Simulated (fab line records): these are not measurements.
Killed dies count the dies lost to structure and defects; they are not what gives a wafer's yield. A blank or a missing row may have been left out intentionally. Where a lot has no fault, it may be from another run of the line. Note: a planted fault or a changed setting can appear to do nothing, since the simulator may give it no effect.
Chamber matching    flow n5_finfet    N5_MOL_CONTACT_COAG_DESCUM_13 on rie_diel-01: 4 sister chambers
The step chemistry O2, time 7 s. 4 wafers are shown with their chamber, then 12 later ones without.

## EACH WAFER AND ITS CHAMBER
wafer   chamber  throttle_valve_pct (%)
L085.6  3        20.2
L090.2  0        20.5
L090.5  1        20.9
L090.6  2        20.7

## WAFERS WITH NO CHAMBER GIVEN
wafer   throttle_valve_pct (%)
L091.2  20.9
L091.5  20.7
L091.6  20.3
L092.1  20.7
L092.2  20.3
L092.5  20.3
L093.3  20.5
L093.4  20.9
L093.6  20.9
L096.2  20.9
L096.3  20.3
L096.4  20.5

## WHICH CHAMBER EACH ONE RAN IN
wafer   from the rows above      in truth
L091.2  1                        1
L091.5  2                        2
L091.6  can't be placed: 3 or 0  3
L092.1  2                        2
L092.2  can't be placed: 3 or 0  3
L092.5  can't be placed: 3 or 0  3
L093.3  0                        0
L093.4  1                        1
L093.6  1                        1
L096.2  1                        1
L096.3  can't be placed: 3 or 0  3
L096.4  0                        0
Placed correctly: 8 of 12. Cannot be placed on the basis of these rows: 4; the candidates contain the true chamber in 4. Wrongly placed: 0.
How it was worked out, from the rows above alone: a wafer's distance from a chamber is the root of the sum, over the readings, of the square of ((its reading less the chamber's mean) divided by the reading's scatter). If the next closest chamber is less than 2 further off than the closest, the wafer can't be placed; otherwise it belongs to the closest. The mean given for a chamber averages the wafers shown for that chamber. The scatter: with one shown wafer a chamber, the root of the mean of the squares of how far each hidden wafer lies from its nearest shown one.
